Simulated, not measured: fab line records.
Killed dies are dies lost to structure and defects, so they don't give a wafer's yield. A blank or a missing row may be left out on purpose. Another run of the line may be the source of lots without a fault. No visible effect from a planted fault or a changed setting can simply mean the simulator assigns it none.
The tool behind it: which one? / flow n5Finfet / 11 lots, 33 wafers sampled, at 4 steps of a route of 1938

WHAT THE GAUGES READ, wafer by wafer
N5_BEOL_M6_THK_MEAS_53: measures by xrf.
lot=L075; measured=day 9 00:23; on=filmMetro-02; M6_THK (nm)=78.4 77.5 78.6
lot=L077; measured=day 9 05:04; on=filmMetro-01; M6_THK (nm)=78.2 78.4 78.2
lot=L079; measured=day 9 21:35; on=filmMetro-01; M6_THK (nm)=78.6 77.2 77.3
lot=L081; measured=day 10 11:04; on=filmMetro-01; M6_THK (nm)=84.1 80.7 83.8
lot=L083; measured=day 10 20:29; on=filmMetro-02; M6_THK (nm)=82.1 79.4 79.2
lot=L086; measured=day 12 04:40; on=filmMetro-02; M6_THK (nm)=83.9 79.6 83.6
lot=L089; measured=day 12 05:06; on=filmMetro-02; M6_THK (nm)=86.7 78.8 81.6
lot=L090; measured=day 13 09:54; on=filmMetro-01; M6_THK (nm)=82.3 79.5 80.3
lot=L091; measured=day 13 15:26; on=filmMetro-01; M6_THK (nm)=81.9 81.7 81.5
lot=L094; measured=day 14 15:37; on=filmMetro-02; M6_THK (nm)=85.0 80.6 81.6
lot=L095; measured=day 14 21:04; on=filmMetro-01; M6_THK (nm)=83.6 84.7 82.0

WHICH TOOL RAN EACH LOT (tool, then ch and the chambers of the sampled wafers, then the start)
lot=L075; N5_BEOL_M6_HM_OPEN_17=rieMetal-01 ch 0,1, day 8 17:59; N5_BEOL_M6_ETCH_66=rieDiel-05 ch 0,2,3, day 8 20:25; N5_BEOL_M6_STRIP_36=rieDiel-05 ch 0,2,3, day 8 20:34
lot=L077; N5_BEOL_M6_HM_OPEN_17=rieMetal-03 ch 0,1, day 9 00:22; N5_BEOL_M6_ETCH_66=rieDiel-05 ch 0,2,3, day 9 02:13; N5_BEOL_M6_STRIP_36=rieDiel-05 ch 0,2,3, day 9 02:22
lot=L079; N5_BEOL_M6_HM_OPEN_17=rieMetal-03 ch 0,1, day 9 17:07; N5_BEOL_M6_ETCH_66=rieDiel-05 ch 0,1,3, day 9 18:34; N5_BEOL_M6_STRIP_36=rieDiel-05 ch 0,1,3, day 9 18:44
lot=L081; N5_BEOL_M6_HM_OPEN_17=rieMetal-02 ch 0,1, day 10 05:35; N5_BEOL_M6_ETCH_66=rieDiel-03 ch 1,2,3, day 10 06:38; N5_BEOL_M6_STRIP_36=rieDiel-03 ch 1,2,3, day 10 06:47
lot=L083; N5_BEOL_M6_HM_OPEN_17=rieMetal-02 ch 0,1, day 10 16:50; N5_BEOL_M6_ETCH_66=rieDiel-05 ch 1,3, day 10 17:53; N5_BEOL_M6_STRIP_36=rieDiel-05 ch 1,3, day 10 18:02
lot=L086; N5_BEOL_M6_HM_OPEN_17=rieMetal-03 ch 0,1, day 11 21:23; N5_BEOL_M6_ETCH_66=rieDiel-03 ch 0,3, day 12 01:29; N5_BEOL_M6_STRIP_36=rieDiel-03 ch 0,3, day 12 01:39
lot=L089; N5_BEOL_M6_HM_OPEN_17=rieMetal-01 ch 0,1, day 12 00:41; N5_BEOL_M6_ETCH_66=rieDiel-05 ch 0,2,3, day 12 01:30; N5_BEOL_M6_STRIP_36=rieDiel-05 ch 0,2,3, day 12 01:39
lot=L090; N5_BEOL_M6_HM_OPEN_17=rieMetal-02 ch 0,1, day 13 06:26; N5_BEOL_M6_ETCH_66=rieDiel-04 ch 1,2,3, day 13 07:14; N5_BEOL_M6_STRIP_36=rieDiel-04 ch 1,2,3, day 13 07:23
lot=L091; N5_BEOL_M6_HM_OPEN_17=rieMetal-01 ch 0, day 13 08:41; N5_BEOL_M6_ETCH_66=rieDiel-03 ch 0,2, day 13 10:32; N5_BEOL_M6_STRIP_36=rieDiel-03 ch 0,2, day 13 10:41
lot=L094; N5_BEOL_M6_HM_OPEN_17=rieMetal-03 ch 0, day 14 04:52; N5_BEOL_M6_ETCH_66=rieDiel-03 ch 0,3, day 14 10:34; N5_BEOL_M6_STRIP_36=rieDiel-03 ch 0,3, day 14 10:43
lot=L095; N5_BEOL_M6_HM_OPEN_17=rieMetal-02 ch 0, day 14 15:14; N5_BEOL_M6_ETCH_66=rieDiel-03 ch 0,3, day 14 17:16; N5_BEOL_M6_STRIP_36=rieDiel-03 ch 0,3, day 14 17:25
- N5_BEOL_M6_HM_OPEN_17: chemistry Cl2/BCl3, target TiN, target depth 20 nm, overetch 6 nm.
- N5_BEOL_M6_ETCH_66: etches SOC in N2/H2, target depth 80 nm, overetch 16 nm, time 120 s.
- N5_BEOL_M6_STRIP_36: strips in N2/H2.

THE ANSWER, worked out from the rows above alone
Rule: usual is defined by the lots themselves. The widest of any qualifying gaps counts: lots, ordered by their means at a reading, are off when they make up no more than a third of the lots, leave a main group of 4 or more, and stand apart from it by 3 or more times the standard deviation of that group's means. Not used: any main group whose means are identical at the precision the tables above print for the reading. Also off: a lot with no number at a reading for which 4 or more lots have one. All remaining lots with rows at the step are treated as sound.
Nothing can be told from this: no lot is off at any reading shown.

WHAT HAD BEEN PUT IN BY THE SIMULATOR
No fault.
